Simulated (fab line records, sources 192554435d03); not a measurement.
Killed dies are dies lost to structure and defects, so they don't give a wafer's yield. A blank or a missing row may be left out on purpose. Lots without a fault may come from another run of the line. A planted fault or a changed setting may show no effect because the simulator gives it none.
Split-lot experiment | flow n5_finfet | 7 lots, 21 wafers read, on a route of 1938 steps

THE SPLIT
At N5_BEOL_M9_EXPOSE_25 (exposes mask V8), the setting dose_mj was moved away from the recipe's 37.25 on 7 of the 21 wafers read, by -3.7% to +7.0%. The other wafers ran this setting at the recipe's value.

FROM THE SPLIT TO THE READING: what the file shows between them, 2 steps
- N5_BEOL_M9_PEB_26: peb time 60 s
- N5_BEOL_M9_DEVELOP_27: develop time 30 s

THE READING
cd_nm, in nm, at N5_BEOL_M9_CD_MEAS_28 (target cd 70 nm). Fault-free wafers of this fab line usually give 70.0 nm, standard deviation 0.33 nm.

wafer  | tool, chamber at the split | dose_mj as run | against the recipe | cd_nm, nm | against lot-mates on the recipe
L074.3 | euv_scanner-02, 0          | 39.54          | +6.1%              | 72.1      | no lot-mate on the recipe
L074.4 | euv_scanner-02, 0          | 39.54          | +6.1%              | 71.9      | no lot-mate on the recipe
L074.6 | euv_scanner-02, 0          | 39.54          | +6.1%              | 71.7      | no lot-mate on the recipe
L082.3 | euv_scanner-02, 0          | 37.25          | recipe             | 70.3      | -
L082.4 | euv_scanner-02, 0          | 37.25          | recipe             | 70.5      | -
L082.5 | euv_scanner-02, 0          | 37.25          | recipe             | 70.0      | -
L084.2 | euv_scanner-01, 0          | 37.25          | recipe             | 70.1      | -
L084.5 | euv_scanner-01, 0          | 37.25          | recipe             | 70.2      | -
L084.6 | euv_scanner-01, 0          | 37.25          | recipe             | 70.5      | -
L087.2 | euv_scanner-02, 0          | 37.25          | recipe             | 70.0      | -
L087.3 | euv_scanner-02, 0          | 37.25          | recipe             | 70.2      | -
L087.4 | euv_scanner-02, 0          | 37.25          | recipe             | 70.2      | -
L089.3 | euv_scanner-02, 0          | 37.25          | recipe             | 69.9      | -
L089.4 | euv_scanner-02, 0          | 37.25          | recipe             | 69.4      | -
L089.6 | euv_scanner-02, 0          | 39.78          | +6.8%              | 72.1      | +2.4
L097.4 | euv_scanner-02, 0          | 37.25          | recipe             | 69.7      | -
L097.5 | euv_scanner-02, 0          | 35.87          | -3.7%              | 68.7      | -0.9
L097.6 | euv_scanner-02, 0          | 37.25          | recipe             | 69.4      | -
L096.1 | euv_scanner-02, 0          | 39.87          | +7.0%              | 71.5      | +1.9
L096.2 | euv_scanner-02, 0          | 37.25          | recipe             | 69.6      | -
L096.6 | euv_scanner-02, 0          | 39.87          | +7.0%              | 71.5      | +1.9

THE FIT
A straight line over all 21 wafers: cd_nm changes by +0.279 nm for each +1% of dose_mj; r = +0.93; the points scatter about the line by 0.36 nm.
The same after taking each lot's own level away (the mean of its wafers on the recipe; 18 wafers): +0.29 nm for each +1%; r = +0.97; scatter 0.21 nm.
On that fit, the largest move of dose_mj shifts the reading by 2 nm.
The lots' own levels span 69.55 to 70.27 nm, that is 2.2 times the standard deviation above.
So the lot-to-lot level changes the slope little: the two slopes agree.
Check: with one of the wafers moved furthest among these (+7.0%) left out of the fit, the line predicts +2.14 nm for it against its lot-mates. It came out at +1.9 nm against them.

OTHER SPLITS ON THESE WAFERS
These wafers also went through other splits before the reading. Each is held against what the fit with the lots' levels taken away leaves over:
other split on the same wafers       | wafers away from the commonest value | r with cd_nm (lot level and that fit taken away)
N5_BEOL_M7_PECVD_70 temp_c           | 6                                    | +0.32
N5_BEOL_M7_HM_DEP_02 target_thk_a    | 7                                    | -0.16
N5_BEOL_M8_PECVD_70 temp_c           | 10                                   | -0.41
N5_BEOL_M8_DEVELOP_10 develop_time_s | 6                                    | +0.03
N5_BEOL_M9_ETCH_62 source_w          | 8                                    | +0.07

THE FILE'S OWN FIT
cd_nm changes by +0.301 nm for each +1% of dose_mj, r = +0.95.
